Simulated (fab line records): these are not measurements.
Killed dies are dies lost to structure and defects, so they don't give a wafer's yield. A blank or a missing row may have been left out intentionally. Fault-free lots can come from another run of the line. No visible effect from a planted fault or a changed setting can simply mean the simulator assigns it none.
What tool caused it? / flow nand-harc / 33 wafers from 11 lots sampled at 6 of the route's 1302 steps

## WHAT EACH GAUGE READ, for each wafer
NHARC_A_BLC_INSPECT_28.
lot=L262; measured=day 22 09:36; on=defect-inspect-02; raw-defect-count=535 389 539
lot=L265; measured=day 23 07:02; on=defect-inspect-01; raw-defect-count=482 384 406
lot=L264; measured=day 23 12:13; on=defect-inspect-01; raw-defect-count=351 397 450
lot=L266; measured=day 24 00:19; on=defect-inspect-01; raw-defect-count=409 400 458
lot=L272; measured=day 26 20:34; on=defect-inspect-02; raw-defect-count=863 474 699
lot=L273; measured=day 26 23:16; on=defect-inspect-02; raw-defect-count=506 738 575
lot=L271; measured=day 26 23:53; on=defect-inspect-01; raw-defect-count=498 595 571
lot=L270; measured=day 27 04:24; on=defect-inspect-01; raw-defect-count=681 448 573
lot=L278; measured=day 29 05:07; on=defect-inspect-01; raw-defect-count=654 667 783
lot=L280; measured=day 30 00:02; on=defect-inspect-01; raw-defect-count=534 403 388
lot=L284; measured=day 32 02:27; on=defect-inspect-01; raw-defect-count=410 371 473

NHARC_A_M0_OVL_MEAS_10: pitch 160 nm.
lot=L262; measured=day 22 10:28; on=overlay-01; overlay-x-nm (nm)=-0.3 0.0 -0.1; overlay-y-nm (nm)=1.7 1.7 1.4
lot=L265; measured=day 23 08:02; on=overlay-01; overlay-x-nm (nm)=0.2 -0.4 0.0; overlay-y-nm (nm)=0.6 1.1 0.8
lot=L264; measured=day 23 13:13; on=overlay-01; overlay-x-nm (nm)=-0.4 0.3 0.7; overlay-y-nm (nm)=-0.5 -0.5 0.1
lot=L266; measured=day 24 01:18; on=overlay-02; overlay-x-nm (nm)=1.3 1.1 1.6; overlay-y-nm (nm)=0.2 0.3 0.1
lot=L272; measured=day 26 21:33; on=overlay-02; overlay-x-nm (nm)=0.1 0.4 0.8; overlay-y-nm (nm)=0.0 -0.3 -0.6
lot=L273; measured=day 27 00:16; on=overlay-01; overlay-x-nm (nm)=0.0 0.3 -0.4; overlay-y-nm (nm)=0.5 0.4 0.2
lot=L271; measured=day 27 00:53; on=overlay-01; overlay-x-nm (nm)=0.5 1.0 0.8; overlay-y-nm (nm)=-0.3 -0.4 -0.1
lot=L270; measured=day 27 05:23; on=overlay-01; overlay-x-nm (nm)=-0.2 0.1 -0.2; overlay-y-nm (nm)=1.4 1.1 1.6
lot=L278; measured=day 29 06:06; on=overlay-02; overlay-x-nm (nm)=8.1 7.9 7.6; overlay-y-nm (nm)=0.3 0.2 0.3
lot=L280; measured=day 30 00:55; on=overlay-01; overlay-x-nm (nm)=7.9 8.2 7.9; overlay-y-nm (nm)=-0.3 -0.8 -0.9
lot=L284; measured=day 32 03:26; on=overlay-02; overlay-x-nm (nm)=1.4 1.0 1.3; overlay-y-nm (nm)=1.3 1.8 1.3

NHARC_END_SORT_01.
lot=L265; measured=day 25 00:10; on=prober-01; defect-limited-yield (%)=94.8 96.3 96.9; killed-at-array=29 20 17; killed-at-other=3 1 0; killed-at-periphery=3 4 4; killed-dies=35 25 21; killed-open=2 1 3; killed-short=4 2 2; sort_bin_2_pct (%)=0.7 1.3 0.6; sort_bin_3_pct (%)=0.1 0.1 0.1; sort_bin_4_pct (%)=4.3 2.2 2.4; sort-n-pass=642 652 656; sort-rim-yield-pct (%)=94 95 97; sort-yield-pct (%)=94.8 96.3 96.9
lot=L266; measured=day 25 16:31; on=prober-02; defect-limited-yield (%)=92.9 92.8 91.1; killed-at-array=45 46 51; killed-at-other=0 1 1; killed-at-periphery=3 2 8; killed-dies=48 49 60; killed-open=4 4 6; killed-short=3 1 5; sort_bin_2_pct (%)=2.5 2.8 3.4; sort_bin_3_pct (%)=0.6 0.3 0.4; sort_bin_4_pct (%)=4.0 4.1 5.0; sort-n-pass=629 628 617; sort-rim-yield-pct (%)=96 93 93; sort-yield-pct (%)=92.9 92.8 91.1
lot=L272; measured=day 28 17:17; on=prober-01; defect-limited-yield (%)=89.2 93.6 93.1; killed-at-array=69 38 45; killed-at-other=3 1 0; killed-at-periphery=1 4 2; killed-dies=73 43 47; killed-open=6 4 2; killed-short=2 1 2; sort_bin_2_pct (%)=3.5 3.2 2.4; sort_bin_3_pct (%)=0.3 0.7 0.6; sort_bin_4_pct (%)=6.9 2.4 4.0; sort-n-pass=604 634 630; sort-rim-yield-pct (%)=89 90 91; sort-yield-pct (%)=89.2 93.6 93.1
lot=L280; measured=day 31 19:05; on=prober-02; defect-limited-yield (%)=92.3 92.6 94.7; killed-at-array=49 40 31; killed-at-other=0 5 2; killed-at-periphery=3 5 3; killed-dies=52 50 36; killed-open=4 2 3; killed-short=3 2 2; sort_bin_2_pct (%)=3.2 2.8 1.8; sort_bin_3_pct (%)=0.4 0.6 0.4; sort_bin_4_pct (%)=4.0 4.0 3.1; sort-n-pass=625 627 641; sort-rim-yield-pct (%)=97 92 90; sort-yield-pct (%)=92.3 92.6 94.7

## TOOL THAT RAN EACH LOT (tool first, then ch and the chambers of the sampled wafers, then the start)
lot=L262; NHARC_A_BLC_STRIP_21=rie-diel-08 ch 1,2,3, day 22 07:49; NHARC_A_BLC_CVD_24=cvd-w-02 ch 0,1, day 22 09:36 or earlier; NHARC_A_M0_EXPOSE_06=arfi-scanner-01 ch 0, day 22 10:14
lot=L265; NHARC_A_BLC_STRIP_21=rie-diel-08 ch 0,1, day 23 05:16; NHARC_A_BLC_CVD_24=cvd-w-02 ch 0,1, day 23 07:02 or earlier; NHARC_A_M0_EXPOSE_06=arfi-scanner-02 ch 0, day 23 07:48
lot=L264; NHARC_A_BLC_STRIP_21=rie-diel-08 ch 0,2,3, day 23 10:26; NHARC_A_BLC_CVD_24=cvd-w-02 ch 0,1, day 23 12:13 or earlier; NHARC_A_M0_EXPOSE_06=arfi-scanner-01 ch 0, day 23 12:59
lot=L266; NHARC_A_BLC_STRIP_21=rie-diel-13 ch 1,2,3, day 23 22:31; NHARC_A_BLC_CVD_24=cvd-w-02 ch 0,1, day 24 00:19 or earlier; NHARC_A_M0_EXPOSE_06=arfi-scanner-02 ch 0, day 24 01:04
lot=L272; NHARC_A_BLC_STRIP_21=rie-diel-11 ch 1,2, day 26 18:44; NHARC_A_BLC_CVD_24=cvd-w-02 ch 0,1, day 26 20:34 or earlier; NHARC_A_M0_EXPOSE_06=arfi-scanner-01 ch 0, day 26 21:20
lot=L273; NHARC_A_BLC_STRIP_21=rie-diel-11 ch 0,1, day 26 21:28; NHARC_A_BLC_CVD_24=cvd-w-02 ch 0,1, day 26 23:16 or earlier; NHARC_A_M0_EXPOSE_06=arfi-scanner-02 ch 0, day 27 00:02
lot=L271; NHARC_A_BLC_STRIP_21=rie-diel-08 ch 0,1,3, day 26 22:06; NHARC_A_BLC_CVD_24=cvd-w-01 ch 0,1, day 26 23:53 or earlier; NHARC_A_M0_EXPOSE_06=arfi-scanner-01 ch 0, day 27 00:39
lot=L270; NHARC_A_BLC_STRIP_21=rie-diel-11 ch 0,1,2, day 27 02:35; NHARC_A_BLC_CVD_24=cvd-w-01 ch 0,1, day 27 04:24 or earlier; NHARC_A_M0_EXPOSE_06=arfi-scanner-03 ch 0, day 27 05:10
lot=L278; NHARC_A_BLC_STRIP_21=rie-diel-11 ch 0,2,3, day 29 03:19; NHARC_A_BLC_CVD_24=cvd-w-02 ch 0, day 29 05:07 or earlier; NHARC_A_M0_EXPOSE_06=arfi-scanner-02 ch 0, day 29 05:52
lot=L280; NHARC_A_BLC_STRIP_21=rie-diel-08 ch 1,2,3, day 29 22:17; NHARC_A_BLC_CVD_24=cvd-w-02 ch 0,1, day 30 00:02 or earlier; NHARC_A_M0_EXPOSE_06=arfi-scanner-02 ch 0, day 30 00:41
lot=L284; NHARC_A_BLC_STRIP_21=rie-diel-08 ch 0,1,2, day 32 00:38; NHARC_A_BLC_CVD_24=cvd-w-01 ch 1, day 32 02:27 or earlier; NHARC_A_M0_EXPOSE_06=arfi-scanner-03 ch 0, day 32 03:13
- NHARC_A_BLC_STRIP_21: strips in O2.
- NHARC_A_BLC_CVD_24: deposits W, target thk 150 nm, time 434 s.
- NHARC_A_M0_EXPOSE_06: exposes mask A M0, target cd 80 nm.

## AS READ BY THE TOOLS THEMSELVES (means over the sampled wafers that have a number; for cases with no such wafer, the mark the record gives instead)
NHARC_A_BLC_STRIP_21.
lot=L262; tool=rie-diel-08; drypump-motor-current-A (A)=5.8; oes-product-au (a.u.)=1.003; rf-vpp-V (V)=57.2; showerhead-plenum-p-Torr (Torr)=3.42; throttle-valve-pct (%)=17.038
lot=L265; tool=rie-diel-08; drypump-motor-current-A (A)=5.5; oes-product-au (a.u.)=1.000; rf-vpp-V (V)=57.6; showerhead-plenum-p-Torr (Torr)=3.39; throttle-valve-pct (%)=17.037
lot=L264; tool=rie-diel-08; drypump-motor-current-A (A)=5.6; oes-product-au (a.u.)=0.996; rf-vpp-V (V)=57.1; showerhead-plenum-p-Torr (Torr)=3.51; throttle-valve-pct (%)=17.031
lot=L266; tool=rie-diel-13; drypump-motor-current-A (A)=5.7; oes-product-au (a.u.)=1.001; rf-vpp-V (V)=57.2; showerhead-plenum-p-Torr (Torr)=3.58; throttle-valve-pct (%)=17.036
lot=L272; tool=rie-diel-11; drypump-motor-current-A (A)=5.7; oes-product-au (a.u.)=1.000; rf-vpp-V (V)=57.9; showerhead-plenum-p-Torr (Torr)=3.47; throttle-valve-pct (%)=17.037
lot=L273; tool=rie-diel-11; drypump-motor-current-A (A)=6.1; oes-product-au (a.u.)=1.001; rf-vpp-V (V)=58.2; showerhead-plenum-p-Torr (Torr)=3.53; throttle-valve-pct (%)=17.032
lot=L271; tool=rie-diel-08; drypump-motor-current-A (A)=5.5; oes-product-au (a.u.)=0.998; rf-vpp-V (V)=57.7; showerhead-plenum-p-Torr (Torr)=3.44; throttle-valve-pct (%)=17.034
lot=L270; tool=rie-diel-11; drypump-motor-current-A (A)=5.9; oes-product-au (a.u.)=0.997; rf-vpp-V (V)=57.8; showerhead-plenum-p-Torr (Torr)=3.50; throttle-valve-pct (%)=17.039
lot=L278; tool=rie-diel-11; drypump-motor-current-A (A)=6.0; oes-product-au (a.u.)=1.000; rf-vpp-V (V)=57.6; showerhead-plenum-p-Torr (Torr)=3.54; throttle-valve-pct (%)=17.035
lot=L280; tool=rie-diel-08; drypump-motor-current-A (A)=5.8; oes-product-au (a.u.)=1.000; rf-vpp-V (V)=56.9; showerhead-plenum-p-Torr (Torr)=3.42; throttle-valve-pct (%)=17.031
lot=L284; tool=rie-diel-08; drypump-motor-current-A (A)=5.6; oes-product-au (a.u.)=0.997; rf-vpp-V (V)=58.0; showerhead-plenum-p-Torr (Torr)=3.46; throttle-valve-pct (%)=17.038

NHARC_A_BLC_CVD_24.
lot=L262; tool=cvd-w-02; heater-power-w (W)=502; mfc-wf6-sccm (sccm)=40.02; throttle-valve-pct (%)=8.07
lot=L265; tool=cvd-w-02; heater-power-w (W)=507; mfc-wf6-sccm (sccm)=40.04; throttle-valve-pct (%)=8.09
lot=L264; tool=cvd-w-02; heater-power-w (W)=481; mfc-wf6-sccm (sccm)=39.86; throttle-valve-pct (%)=8.08
lot=L266; tool=cvd-w-02; heater-power-w (W)=508; mfc-wf6-sccm (sccm)=39.92; throttle-valve-pct (%)=8.06
lot=L272; tool=cvd-w-02; heater-power-w (W)=486; mfc-wf6-sccm (sccm)=40.03; throttle-valve-pct (%)=8.26
lot=L273; tool=cvd-w-02; heater-power-w (W)=512; mfc-wf6-sccm (sccm)=40.05; throttle-valve-pct (%)=8.06
lot=L271; tool=cvd-w-01; heater-power-w (W)=446; mfc-wf6-sccm (sccm)=40.02; throttle-valve-pct (%)=7.91
lot=L270; tool=cvd-w-01; heater-power-w (W)=449; mfc-wf6-sccm (sccm)=39.97; throttle-valve-pct (%)=7.62
lot=L278; tool=cvd-w-02; heater-power-w (W)=496; mfc-wf6-sccm (sccm)=40.10; throttle-valve-pct (%)=8.07
lot=L280; tool=cvd-w-02; heater-power-w (W)=516; mfc-wf6-sccm (sccm)=40.11; throttle-valve-pct (%)=7.79
lot=L284; tool=cvd-w-01; heater-power-w (W)=469; mfc-wf6-sccm (sccm)=40.10; throttle-valve-pct (%)=7.89

## THE ANSWER, worked out from the rows above alone
Rule: the usual values come from the lots themselves. The widest of any qualifying gaps counts: lots, ordered by their means at a reading, are off when they make up no more than a third of the lots, leave a main group of 4 or more, and stand apart from it by 3 or more times the standard deviation of that group's means. The tables above print the reading to a certain number of digits; a main group whose means all agree to those digits is not used. A lot without any number at a reading at which 4 lots or more have one is off too. All remaining lots with rows at the step are treated as sound. Order of review: gauges by route order, followed by the tools' own readings, for which a lot's mean as printed above is used. At the first step where some lot is off, the reading lying furthest off is the one used; lots without a number count as furthest.
Off at NHARC_A_M0_OVL_MEAS_10 (overlay-x-nm): L278, L280. For the main group the mean is 0.4 nm and the standard deviation 0.55.
If a tool, at a process step before that reading, ran all the lots that are off and no sound lot after the first of them, it fits. Those tools and the gauges at NHARC_A_M0_OVL_MEAS_10 are tried in the same way. NHARC_A_BLC_CVD_24: start missing for some lots; hours and lot order therefore follow NHARC_A_BLC_INSPECT_28. Undecided on this evidence; 2 tools fit (cvd-w-02 at NHARC_A_BLC_CVD_24, arfi-scanner-02 at NHARC_A_M0_EXPOSE_06).

## WHAT THE SIMULATOR HAD INSERTED
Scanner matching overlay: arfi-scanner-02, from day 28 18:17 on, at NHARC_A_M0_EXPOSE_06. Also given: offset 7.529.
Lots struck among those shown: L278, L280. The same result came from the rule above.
